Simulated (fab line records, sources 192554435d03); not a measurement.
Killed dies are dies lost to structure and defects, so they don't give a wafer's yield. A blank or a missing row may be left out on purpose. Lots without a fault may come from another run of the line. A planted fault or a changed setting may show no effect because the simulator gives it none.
Chamber matching | flow n5_finfet | N5_GATE_CUT_ALD_22 on ald_sin-02: 4 sister chambers
The step deposits SiNx, target thk 16 nm, pulse time 1 s, ald cycles 320. 8 wafers are shown with their chamber, then 9 later ones without.

WAFERS WITH THEIR CHAMBER
wafer  | chamber | heater_power_w (W) | precursor_pulse_height_rel
L080.4 | 0       | 798                | 0.989
L083.4 | 3       | 873                | 1.020
L083.6 | 2       | 844                | 0.971
L086.5 | 3       | 863                | 0.975
L086.6 | 1       | 831                | 1.029
L088.1 | 2       | 836                | 0.998
L088.3 | 0       | 771                | 1.009
L088.6 | 1       | 847                | 0.993

WAFERS WITHOUT THEIR CHAMBER
wafer  | heater_power_w (W) | precursor_pulse_height_rel
L091.1 | 846                | 0.993
L091.2 | 813                | 1.006
L091.6 | 787                | 0.985
L096.2 | 850                | 1.008
L096.4 | 769                | 1.017
L096.5 | 804                | 0.967
L097.2 | 842                | 1.019
L097.3 | 860                | 1.018
L097.6 | 841                | 1.014

WHICH CHAMBER EACH WENT THROUGH
wafer  | from the rows above          | in truth
L091.1 | can't be placed: 2 or 1 or 3 | 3
L091.2 | can't be placed: 1 or 0 or 2 | 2
L091.6 | 0                            | 0
L096.2 | can't be placed: 1 or 2 or 3 | 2
L096.4 | 0                            | 0
L096.5 | can't be placed: 0 or 2 or 1 | 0
L097.2 | can't be placed: 1 or 2 or 3 | 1
L097.3 | can't be placed: 3 or 1 or 2 | 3
L097.6 | can't be placed: 1 or 2      | 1
Placed correctly: 2 of 9. Can't be placed from these rows: 7 (the true chamber is among the candidates in 7). Placed wrongly: 0.
How it was worked out, from the rows above alone: a wafer's distance from a chamber is the root of the sum, over the readings, of the square of ((its reading less the chamber's mean) divided by the reading's scatter). The wafer belongs to the nearest chamber; if the next one is less than 2 further off, it can't be placed. A chamber's mean is the mean of its shown wafers. The scatter: the root of (the sum of the squares of (reading less its chamber's mean) over the shown wafers, divided by (wafers less chambers)).
